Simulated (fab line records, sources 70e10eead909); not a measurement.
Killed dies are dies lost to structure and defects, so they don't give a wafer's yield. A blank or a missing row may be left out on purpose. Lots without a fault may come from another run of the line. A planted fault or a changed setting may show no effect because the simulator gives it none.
Chamber matching | flow nand_harc | NHARC_P_GATE_DESCUM_31 on rie_diel-12: 4 sister chambers
The step chemistry O2, time 3 s. 4 wafers are shown with their chamber, then 7 later ones without.

WAFERS WITH THEIR CHAMBER
wafer  | chamber | showerhead_plenum_p_Torr (Torr)
L689.3 | 1       | 1.89
L700.5 | 3       | 1.79
L702.3 | 2       | 1.93
L702.4 | 0       | 1.90

WAFERS WITHOUT THEIR CHAMBER
wafer  | showerhead_plenum_p_Torr (Torr)
L702.5 | 1.79
L703.1 | 1.93
L703.3 | 1.88
L703.5 | 1.79
L704.1 | 1.93
L704.3 | 1.79
L704.6 | 1.93

WHICH CHAMBER EACH WENT THROUGH
wafer  | from the rows above | in truth
L702.5 | 3                   | 3
L703.1 | 2                   | 2
L703.3 | 1                   | 1
L703.5 | 3                   | 3
L704.1 | 2                   | 2
L704.3 | 3                   | 3
L704.6 | 2                   | 2
Placed correctly: 7 of 7. Can't be placed from these rows: 0. Placed wrongly: 0.
How it was worked out, from the rows above alone: a wafer's distance from a chamber is the root of the sum, over the readings, of the square of ((its reading less the chamber's mean) divided by the reading's scatter). The wafer belongs to the nearest chamber; if the next one is less than 2 further off, it can't be placed. A chamber's mean is the mean of its shown wafers. The scatter: with one shown wafer a chamber, the root of the mean of the squares of how far each hidden wafer lies from its nearest shown one.
